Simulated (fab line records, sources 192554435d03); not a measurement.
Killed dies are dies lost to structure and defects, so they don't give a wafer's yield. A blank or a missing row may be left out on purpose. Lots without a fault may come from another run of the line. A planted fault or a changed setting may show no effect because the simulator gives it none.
A struck lot beside a sound one | flow n5_finfet | 23 steps out of a route of 1938
Sound: wafers L416.2, L416.3, L416.6. Struck: wafers L409.2, L409.5. The cause comes at the end.
At each step with rows: each side's tool, then ch and its chambers, then its first start. Under that, the readings that differ: sound wafers | struck wafers | difference of the means | sigmas: that difference in standard deviations of wafers without a fault.
alike: readings whose means differ by less than 2 such deviations, and words and numbers that are the same on both sides. not compared: withheld readings, readings that some wafer has no value for, bounds like >300 that may hide the same value, and numbers for which the record gives no deviation and whose values overlap.
The two part at a step that has a row with sigmas, a row that says differs or no value, or rows on one side only. Numbers that don't overlap but have no deviation are shown without sigmas and don't part them. A reading that every wafer of one side lacks parts them only if that side has two wafers or more.

first, 11 steps without rows for these wafers: N5_BEOL_M7_ETCH_62 (etches SOC in N2/H2, target depth 110 nm, overetch 22 nm, time 165 s); N5_BEOL_M7_STRIP_68 (strips in N2/H2); N5_BEOL_M7_STRIP_67 (strips in CF4); N5_BEOL_M7_HM_OPEN_17 (chemistry Cl2/BCl3, target TiN, target depth 20 nm, overetch 6 nm); N5_BEOL_M7_STRIP_19 (strips in O2); N5_BEOL_M7_COAT_63 (time 60 s, resist thk 60 nm); N5_BEOL_M7_COAT_64 (time 60 s, resist thk 12 nm); N5_BEOL_M7_COAT_71 (time 60 s, resist thk 5 nm); N5_BEOL_M7_COAT_22 (resist thk 30 nm); N5_BEOL_M7_EBR_24; N5_BEOL_M7_SOFTBAKE_23 (time 60 s).
N5_BEOL_M7_EXPOSE_25: exposes mask V6, target cd 40 nm.
  sound on euv_scanner-02 ch 0, day 14 14:40; struck on euv_scanner-01 ch 0, day 12 05:49
  alike: mask, stage_msd_nm
then, 2 steps without rows for these wafers: N5_BEOL_M7_PEB_26 (peb time 60 s); N5_BEOL_M7_DEVELOP_27 (develop time 30 s).
N5_BEOL_M7_CD_MEAS_28: target cd 40 nm.
  sound on cd_sem-03 ch 0, day 14 14:47; struck on cd_sem-01 ch 0, day 12 05:57
  reading    | sound             | struck      | difference | sigmas
  cd_nm (nm) | 40.24 39.76 40.07 | 38.47 38.62 | -1.48      | -5
N5_BEOL_M7_DESCUM_33: chemistry O2, time 7 s.
  sound on rie_diel-05 ch 0,1,3, day 14 15:00; struck on rie_diel-04 ch 1,2, day 12 06:04
  reading                  | sound        | struck    | difference | sigmas
  model.BEOL_M7.cd_nm (nm) | 40.2 39.8 40 | 38.8 38.6 | -1.3       |
  alike: drypump_motor_current_A, oes_product_au, rf_vpp_V, showerhead_plenum_p_Torr, throttle_valve_pct
  not compared: rf_hours_counter_h
then, 5 steps without rows for these wafers: N5_BEOL_M7_ETCH_72 (etches underlayer in N2/H2, target depth 6.5 nm, time 5.2 s); N5_BEOL_M7_ETCH_65 (etches SiARC in CF4, target depth 15.6 nm, time 26 s); N5_BEOL_M7_ETCH_66 (etches SOC in N2/H2, target depth 80 nm, overetch 16 nm, time 120 s); N5_BEOL_M7_STRIP_69 (strips in N2/H2); N5_BEOL_M7_STRIP_73 (strips in N2/H2).
N5_BEOL_M7_VIA_ETCH_34: etches SiCOH lowk in C4F6/O2, target depth 125.5 nm, time 50.5 s.
  sound on rie_diel-05 ch 0,1,3, day 14 15:11; struck on rie_diel-04 ch 1,2, day 12 06:15
  reading                  | sound          | struck    | difference | sigmas
  model.BEOL_M7.cd_nm (nm) | 40.2 40.2 39.6 | 38.8 38.4 | -1.4       |
  alike: drypump_motor_current_A, oes_product_au, rf_vpp_V, showerhead_plenum_p_Torr, throttle_valve_pct
  not compared: rf_hours_counter_h
then, 1 step without rows for these wafers: N5_BEOL_M7_STRIP_76 (strips in C4F6/O2).

WHERE THEY PART
Only at N5_BEOL_M7_CD_MEAS_28, within this record. Later steps at which nothing parts them and some readings are alike: N5_BEOL_M7_DESCUM_33, N5_BEOL_M7_VIA_ETCH_34.

WHY: what the simulator had put in
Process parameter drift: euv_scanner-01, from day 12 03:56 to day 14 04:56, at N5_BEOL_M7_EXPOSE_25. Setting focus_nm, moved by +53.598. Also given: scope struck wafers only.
